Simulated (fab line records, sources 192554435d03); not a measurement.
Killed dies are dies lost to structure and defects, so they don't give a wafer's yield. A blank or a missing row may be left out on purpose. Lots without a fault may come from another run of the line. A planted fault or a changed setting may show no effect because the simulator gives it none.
Split-lot experiment | flow n5_finfet | 7 lots, 39 wafers read, on a route of 1938 steps

THE SPLIT
At N5_HKMG_FIN_ETCH_55 (etches SOC in N2/H2, target depth 240 nm, time 300 s), the setting bias_w was moved away from the recipe's 150 W on 15 of the 39 wafers read, by -11.7% to +18.6%. The other wafers ran this setting at the recipe's value.

The reading is taken at the split's own step.

THE READING
rf_vpp_V, in V, at N5_HKMG_FIN_ETCH_55 (etches SOC in N2/H2, target depth 240 nm, time 300 s). Fault-free wafers of this fab line usually give 523.2 V, standard deviation 2.4 V.

wafer  | tool, chamber at the split | bias_w as run, W | against the recipe | rf_vpp_V, V | against lot-mates on the recipe
L074.1 | rie_diel-05, 1             | 150              | recipe             | 524.9       | -
L074.2 | rie_diel-05, 0             | 150              | recipe             | 520.5       | -
L074.3 | rie_diel-05, 3             | 141.5            | -5.7%              | 507.7       | -14.2
L074.4 | rie_diel-05, 2             | 150              | recipe             | 520.4       | -
L074.5 | rie_diel-05, 3             | 141.5            | -5.7%              | 508.5       | -13.4
L074.6 | rie_diel-05, 2             | 141.5            | -5.7%              | 502.3       | -19.6
L076.1 | rie_diel-04, 3             | 177.9            | +18.6%             | 581.8       | +56.2
L076.2 | rie_diel-04, 2             | 150              | recipe             | 524.6       | -
L076.3 | rie_diel-04, 1             | 150              | recipe             | 524.9       | -
L076.4 | rie_diel-04, 0             | 177.9            | +18.6%             | 585.0       | +59.4
L076.5 | rie_diel-04, 0             | 150              | recipe             | 527.4       | -
L076.6 | rie_diel-04, 3             | 177.9            | +18.6%             | 580.5       | +54.9
L077.1 | rie_diel-03, 1             | 150              | recipe             | 523.2       | -
L077.2 | rie_diel-03, 0             | 150              | recipe             | 523.9       | -
L077.3 | rie_diel-03, 3             | 150              | recipe             | 522.2       | -
L077.4 | rie_diel-03, 2             | 150              | recipe             | 527.1       | -
L077.5 | rie_diel-03, 2             | 150              | recipe             | 526.1       | -
L077.6 | rie_diel-03, 1             | 150              | recipe             | 522.0       | -
L080.1 | rie_diel-03, 3             | 150              | recipe             | 521.6       | -
L080.2 | rie_diel-03, 0             | 150              | recipe             | 524.0       | -
L080.3 | rie_diel-03, 2             | 150              | recipe             | 525.2       | -
L080.4 | rie_diel-03, 1             | 141              | -6.0%              | 500.6       | -23.0
L080.5 | rie_diel-03, 2             | 141              | -6.0%              | 507.5       | -16.1
L080.6 | rie_diel-03, 1             | 141              | -6.0%              | 502.1       | -21.5
L084.2 | rie_diel-04, 2             | 150              | recipe             | 522.5       | -
L084.3 | rie_diel-04, 1             | 150              | recipe             | 526.6       | -
L084.6 | rie_diel-04, 2             | 150              | recipe             | 523.3       | -
L089.1 | rie_diel-05, 0             | 135              | -10.0%             | 487.0       | -35.7
L089.2 | rie_diel-05, 2             | 135              | -10.0%             | 485.5       | -37.2
L089.3 | rie_diel-05, 3             | 150              | recipe             | 524.5       | -
L089.4 | rie_diel-05, 1             | 150              | recipe             | 523.1       | -
L089.5 | rie_diel-05, 2             | 150              | recipe             | 520.4       | -
L089.6 | rie_diel-05, 1             | 135              | -10.0%             | 490.5       | -32.2
L094.1 | rie_diel-04, 1             | 132.5            | -11.7%             | 486.6       | -37.6
L094.2 | rie_diel-04, 3             | 132.5            | -11.7%             | 481.1       | -43.1
L094.3 | rie_diel-04, 0             | 150              | recipe             | 528.4       | -
L094.4 | rie_diel-04, 2             | 132.5            | -11.7%             | 483.7       | -40.5
L094.5 | rie_diel-04, 2             | 150              | recipe             | 522.2       | -
L094.6 | rie_diel-04, 3             | 150              | recipe             | 521.9       | -

THE FIT
A straight line over all 39 wafers: rf_vpp_V changes by +3.28 V for each +1% of bias_w; r = +0.99; the points scatter about the line by 2.6 V.
The same after taking each lot's own level away (the mean of its wafers on the recipe; 39 wafers): +3.2 V for each +1%; r = +0.99; scatter 2.7 V.
On that fit, the largest move of bias_w shifts the reading by 59 V.
The lots' own levels span 521.93 to 525.63 V, that is 1.5 times the standard deviation above.
So the lot-to-lot level changes the slope little: the two slopes agree.
Check: with one of the wafers moved furthest among these (+18.6%) left out of the fit, the line predicts +59.7 V for it against its lot-mates. It came out at +56.2 V against them.
Tool readings at the split's step, against how far the setting was moved: rf_vpp_V r = +0.99.

OTHER SPLITS ON THESE WAFERS
These wafers also went through other splits before the reading. Each is held against what the fit with the lots' levels taken away leaves over:
other split on the same wafers | wafers away from the commonest value | r with rf_vpp_V (lot level and that fit taken away)
N5_DUMMY_GATE_ETCH_42 bias_w   | 15                                   | -0.22

THE WHOLE CHAIN: every reading that the file lists as answering this split, in the file's order
step                | what it does                                         | reading                                                                           | change (the file's fit)               | r (the file's)
N5_HKMG_FIN_ETCH_55 | etches SOC in N2/H2, target depth 240 nm, time 300 s | rf_vpp_V                                                                          | +3.21 V for each +1% of the setting   | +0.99
N5_HKMG_FIN_ETCH_55 | etches SOC in N2/H2, target depth 240 nm, time 300 s | SiARC_of_HKMG_FIN_COAT_42.thk_nm (the simulator's own value, which no gauge read) | -0.177 nm for each +1% of the setting | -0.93

THE FILE'S OWN FIT
rf_vpp_V changes by +3.21 V for each +1% of bias_w, r = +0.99.
